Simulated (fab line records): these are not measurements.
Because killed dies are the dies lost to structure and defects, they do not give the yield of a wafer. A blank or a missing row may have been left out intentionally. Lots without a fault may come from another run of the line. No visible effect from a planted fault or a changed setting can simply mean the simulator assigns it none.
A lot that was struck, set against a sound lot || flow nand harc || 28 steps out of a route of 1302
Sound: wafers L411.3, L411.4, L411.6. The struck wafers were L417.1, L417.3, L417.6. The cause comes at the end.
Order at every step that has rows: each side's tool, ch and its chambers, its first start. Under that, the readings that differ: sound wafers || struck wafers || difference of the means || sigmas: that difference in standard deviations of wafers without a fault.
alike: readings with means less than 2 such deviations apart, plus words and numbers identical on both sides. not compared: withheld readings, readings lacking a value on some wafer, bounds such as >300 that could conceal the same value, and numbers that have no deviation in the record and whose values overlap.
Wherever a step has rows on one side only, a row that says differs or no value, or a row with sigmas, the two part there. Non-overlapping numbers with no deviation appear without sigmas and do not part them. Lack of a reading on every wafer of one side parts them only where that side has two or more wafers.

first, 1 step without rows for these wafers: NHARC_P_ZERO_WELL_HARDBAKE_53 (time 80 s).
NHARC_P_ZERO_WELL_DESCUM_54: chemistry O2, time 3 s.
  sound on rie diel-01 ch 0,2,3, day 3 07:56; struck on rie diel-01 ch 1,2,3, day 5 19:58
  alike: drypump motor current A, oes product au, rf vpp V, showerhead plenum p Torr, throttle valve pct
  not compared: rf hours counter h
then, 5 steps without rows for these wafers: NHARC_P_ZERO_WELL_IMPLANT_55; NHARC_P_ZERO_WELL_IMPLANT_61; NHARC_P_ZERO_WELL_STRIP_56 (strips in SPM, time 840 s); NHARC_P_ZERO_WELL_PRECLEAN_68 (cleans in SC1, time 60 s); NHARC_P_ZERO_WELL_SRD_69.
NHARC_P_ZERO_WELL_RTA_42: time 300 s.
  sound on rtp anneal-01 ch 0, day 3 09:07; struck on rtp anneal-01 ch 0, day 5 20:56
  alike: lamp power pct, wafer_temp_C_max
NHARC_P_ZERO_WELL_INSPECT_43:
  struck on defect inspect-02, day 5 21:37; sound on defect inspect-02, day 3 09:34
  alike: raw defect count
then, 3 steps without rows for these wafers: NHARC_P_STI_ETCH_26 (etches SiO2 in dHF, target depth 11 nm); NHARC_P_STI_PRECLEAN_27 (cleans in SC1); NHARC_P_STI_SRD_28.
NHARC_P_STI_OXIDE_29: material SiO2, target thk 10 nm, ox time 1362 s.
  sound on furnace-02 ch 0, day 3 14:29; struck on furnace-01 ch 0, day 6 00:52
  alike: spike tc upper C
then, 10 steps without rows for these wafers: NHARC_P_STI_HM_DEP_30 (deposits Si3N4, target thk 80 nm, time 873 s); NHARC_P_STI_DEHYDRATE_01 (time 120 s); NHARC_P_STI_HMDS_02 (time 30 s); NHARC_P_STI_COAT_41 (time 65 s); NHARC_P_STI_COAT_03 (resist thk 600 nm); NHARC_P_STI_SOFTBAKE_04 (time 70 s); NHARC_P_STI_EBR_05; NHARC_P_STI_EXPOSE_06 (exposes mask P STI, target cd 200 nm); NHARC_P_STI_PEB_07 (peb time 80 s); NHARC_P_STI_DEVELOP_08 (time 50 s).
NHARC_P_STI_CD_MEAS_09: the cd target is 200 nm.
  sound on cd sem-02 ch 0, day 4 01:46; struck on cd sem-02 ch 0, day 6 12:06
  alike: cd nm
NHARC_P_STI_OVL_MEAS_10:
  struck on overlay-02, day 6 12:11; sound on overlay-02, day 4 01:51
{"reading": "overlay y nm (nm)", "sound": "-8 -8 -8", "struck": "16 16 16", "difference": "+24", "sigmas": "+3"}
  alike: overlay x nm
NHARC_P_STI_INSPECT_11:
  struck on defect inspect-02, day 6 12:13; sound on defect inspect-01, day 4 01:53
{"reading": "raw defect count", "sound": "2 11 2", "struck": "451 470 454", "difference": "+453", "sigmas": "+99 or more"}
then, 1 step without rows for these wafers: NHARC_P_STI_HARDBAKE_13 (time 65 s).
-- the record jumps here: 22 days lie between the struck wafers' starts before and after (it left off in module P_STI and takes up again in module END, whose first step shown is number 1302 of the route) --
NHARC_END_SORT_01:
  the record has rows for the struck wafers here (prober-02 ch 0, day 28 16:04) and none for the sound ones

WHERE THEY PART
At NHARC_P_STI_OVL_MEAS_10 first; at NHARC_END_SORT_01 last (within this record only).

WHY: what had been put in by the simulator
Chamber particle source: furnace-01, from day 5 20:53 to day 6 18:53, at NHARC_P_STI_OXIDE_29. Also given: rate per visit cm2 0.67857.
